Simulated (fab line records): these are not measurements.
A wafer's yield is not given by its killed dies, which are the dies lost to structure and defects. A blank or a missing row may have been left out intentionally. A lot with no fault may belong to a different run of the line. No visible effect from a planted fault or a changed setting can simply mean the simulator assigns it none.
What tool caused it? -- flow n5Finfet -- 24 lots with 72 wafers sampled at 3 steps, on a route of 1938 steps

== WHAT EACH GAUGE READ, for each wafer ==
N5_GATE_CUT_OVL_MEAS_14. Usual: for GATE_CUT_OVL the level is -0.2 nm and the standard deviation is 0.71.
lot,measured,on,GATE_CUT_OVL (nm),flag
L074,day 4 12:33,overlay-02,-0.4 -0.7 -1.2,
L075,day 4 23:44,overlay-02,0.0 0.2 0.5,
L076,day 5 02:56,overlay-02,0.3 1.1 0.8,
L077,day 5 05:31,overlay-01,-0.1 -0.3 -0.1,
L078,day 5 12:27,overlay-01,-0.2 0.5 -1.5,
L079,day 5 18:43,overlay-01,-0.4 -1.4 -0.9,
L080,day 6 01:34,overlay-02,-0.3 -1.0 -1.0,
L081,day 6 07:45,overlay-01,-1.5 -0.9 -1.2,
L082,day 6 12:02,overlay-01,0.9 1.3 0.6,
L083,day 6 19:43,overlay-02,-0.3 -0.6 0.0,
L084,day 7 05:55,overlay-02,-0.6 0.0 -0.2,
L085,day 7 06:32,overlay-02,-1.3 -1.1 -1.0,
L086,day 7 11:19,overlay-01,-1.5 -0.1 -2.0,
L087,day 7 18:26,overlay-02,-0.7 -0.2 0.0,
L088,day 7 23:22,overlay-01,0.7 0.0 0.9,
L089,day 8 06:25,overlay-02,-0.2 -0.1 0.0,
L090,day 8 10:19,overlay-01,-1.0 -0.2 -0.8,
L091,day 8 20:54,overlay-01,0.6 -0.3 0.3,
L092,day 8 22:37,overlay-01,-0.1 -1.1 -0.5,
L093,day 9 07:26,overlay-02,0.3 0.6 0.2,
L094,day 9 16:04,overlay-02,-0.2 0.0 0.1,
L095,day 9 17:41,overlay-01,-0.1 -0.5 -0.8,
L096,day 9 23:17,overlay-01,-0.1 0.0 0.4,
L097,day 10 04:46,overlay-02,0.5 0.5 0.7,

== WHICH TOOL RAN EACH LOT (tool, then ch and the chambers of the sampled wafers, then the start) ==
lot,N5_HKMG_FIN_STRIP_34,N5_GATE_CUT_SAC_CAP_01
L074,"rieDiel-01 ch 0,1,2, day 4 03:41","aldSin-03 ch 1,3, day 4 09:35"
L075,"rieDiel-06 ch 0,2,3, day 4 15:10","aldSin-01 ch 1,2,3, day 4 20:38"
L076,"rieDiel-02 ch 2,3, day 4 18:45","aldSin-02 ch 0,2,3, day 4 23:50"
L077,"rieDiel-02 ch 1,2,3, day 4 20:03","aldSin-02 ch 0,1,3, day 5 02:32"
L078,"rieDiel-02 ch 0,1,2, day 5 04:35","aldSin-03 ch 0,1,3, day 5 09:21"
L079,"rieDiel-01 ch 0,1,3, day 5 10:52","aldSin-02 ch 1,2,3, day 5 15:44"
L080,"rieDiel-06 ch 0,2, day 5 17:28","aldSin-03 ch 0,2, day 5 22:35"
L081,"rieDiel-06 ch 0,3, day 5 23:35","aldSin-02 ch 0,3, day 6 04:47"
L082,"rieDiel-02 ch 0,1,2, day 6 04:06","aldSin-03 ch 0,2,3, day 6 08:57"
L083,"rieDiel-02 ch 1,2, day 6 11:59","aldSin-03 ch 0,2,3, day 6 16:44"
L084,"rieDiel-01 ch 0,2,3, day 6 22:02","aldSin-02 ch 0,1,2, day 7 02:47"
L085,"rieDiel-01 ch 0,2,3, day 6 22:37","aldSin-01 ch 1,2,3, day 7 03:33"
L086,"rieDiel-01 ch 0,2,3, day 7 02:58","aldSin-03 ch 2,3, day 7 08:20"
L087,"rieDiel-01 ch 1,3, day 7 10:41","aldSin-03 ch 1,2,3, day 7 15:29"
L088,"rieDiel-06 ch 0,2, day 7 15:32","aldSin-02 ch 2,3, day 7 20:16"
L089,"rieDiel-02 ch 1,2, day 7 22:25","aldSin-02 ch 0,1,2, day 8 03:19"
L090,"rieDiel-02 ch 0,1, day 8 02:37","aldSin-01 ch 0,1,3, day 8 07:21"
L091,"rieDiel-02 ch 1,2, day 8 12:25","aldSin-02 ch 2,3, day 8 17:49"
L092,"rieDiel-06 ch 1,2, day 8 14:41","aldSin-01 ch 0,2, day 8 19:37"
L093,"rieDiel-06 ch 0,1,2, day 8 23:30","aldSin-02 ch 1,2,3, day 9 04:20"
L094,"rieDiel-02 ch 0,1, day 9 07:55","aldSin-03 ch 1,3, day 9 13:05"
L095,"rieDiel-02 ch 0,1,3, day 9 09:09","aldSin-01 ch 0,2,3, day 9 14:41"
L096,"rieDiel-06 ch 2,3, day 9 15:19","aldSin-03 ch 0,2,3, day 9 20:08"
L097,"rieDiel-02 ch 0,3, day 9 20:34","aldSin-03 ch 0,1,2, day 10 01:47"
- N5_HKMG_FIN_STRIP_34: strips in CF4.
- N5_GATE_CUT_SAC_CAP_01: material SiNx, target thk 24 nm, pulse time 1 s, ald cycles 480.

== WHAT THE TOOLS THEMSELVES READ (means of the sampled wafers that have a number; where no wafer has one, the mark that the record gives instead) ==
N5_HKMG_FIN_STRIP_34. Usual: drypumpMotorCurrentA 5.7 A, standard deviation 0.45; oesProductAu 0.80 a.u., standard deviation 0.088; rfFwdPowerW 293.9 W, standard deviation 1.1; rfVppV 271.4 V, standard deviation 1.6; showerheadPlenumPTorr 1.80 Torr, standard deviation 0.062; throttleValvePct 13.56 %, standard deviation 0.25.
lot,tool,drypumpMotorCurrentA (A),oesProductAu (a.u.),rfFwdPowerW (W),rfVppV (V),showerheadPlenumPTorr (Torr),throttleValvePct (%),flag
L074,rieDiel-01,5.3,0.73,293.5,271.0,1.79,13.73,
L075,rieDiel-06,5.6,0.81,294.6,271.9,1.82,13.52,
L076,rieDiel-02,5.9,0.69,292.6,271.5,1.83,13.91,
L077,rieDiel-02,6.1,0.72,292.7,271.2,1.79,13.73,
L078,rieDiel-02,5.9,0.80,293.5,271.3,1.83,13.53,
L079,rieDiel-01,5.0,0.80,293.4,270.3,1.76,13.57,
L080,rieDiel-06,5.7,0.82,294.5,273.0,1.87,13.47,
L081,rieDiel-06,5.7,0.84,293.7,271.7,1.84,13.35,
L082,rieDiel-02,5.9,0.88,294.0,272.1,1.83,13.37,
L083,rieDiel-02,6.1,0.83,294.6,271.0,1.77,13.40,
L084,rieDiel-01,5.4,0.77,296.1,271.3,1.79,13.60,
L085,rieDiel-01,5.4,0.77,295.6,270.5,1.79,13.59,
L086,rieDiel-01,5.4,0.77,295.1,270.8,1.79,13.60,
L087,rieDiel-01,5.1,0.78,293.9,269.8,1.73,13.70,
L088,rieDiel-06,5.7,0.79,294.3,273.1,1.86,13.51,
L089,rieDiel-02,6.0,0.85,293.5,271.8,1.81,13.40,
L090,rieDiel-02,5.8,0.84,295.1,272.2,1.84,13.40,
L091,rieDiel-02,6.1,0.81,294.5,270.7,1.77,13.44,
L092,rieDiel-06,5.7,0.77,293.5,271.8,1.81,13.74,
L093,rieDiel-06,5.8,0.81,292.6,271.6,1.83,13.54,
L094,rieDiel-02,5.8,0.84,294.4,271.5,1.84,13.42,
L095,rieDiel-02,6.0,0.85,293.0,271.4,1.80,13.45,
L096,rieDiel-06,5.6,0.74,293.9,271.3,1.76,13.71,
L097,rieDiel-02,5.7,0.88,294.3,272.2,1.85,13.42,

N5_GATE_CUT_SAC_CAP_01. Usual: heaterPowerW 874 W, standard deviation 130; precursorPulseHeightRel 1.003, standard deviation 0.021.
lot,tool,heaterPowerW (W),precursorPulseHeightRel,flag
L074,aldSin-03,988,1.005,
L075,aldSin-01,836,1.009,
L076,aldSin-02,851,0.989,
L077,aldSin-02,871,1.008,
L078,aldSin-03,892,1.021,
L079,aldSin-02,854,1.004,
L080,aldSin-03,756,1.013,
L081,aldSin-02,878,1.010,
L082,aldSin-03,836,1.009,
L083,aldSin-03,845,1.006,
L084,aldSin-02,842,0.995,
L085,aldSin-01,851,0.998,
L086,aldSin-03,934,0.997,
L087,aldSin-03,1008,0.993,
L088,aldSin-02,845,1.004,
L089,aldSin-02,845,1.004,
L090,aldSin-01,798,1.012,
L091,aldSin-02,867,1.023,
L092,aldSin-01,922,0.975,
L093,aldSin-02,865,1.001,
L094,aldSin-03,1080,1.013,
L095,aldSin-01,888,1.010,
L096,aldSin-03,857,1.019,
L097,aldSin-03,933,0.986,

== THE ANSWER, worked out from the rows above alone ==
Rule: lot off if the mean of its wafers having a number is beyond 3 standard deviations from the usual mean. A lot without any number at a reading at which 4 lots or more have one is off too. Any other lot the step has rows for is counted as sound. The gauges are gone through in route order, then the tools' own readings, and for those a lot's mean is taken as printed above. At the first step where some lot is off, the reading lying furthest off is the one used; lots without a number count as furthest.
None of the lots is off at any reading shown; this tells nothing.

== WHAT THE SIMULATOR PUT IN ==
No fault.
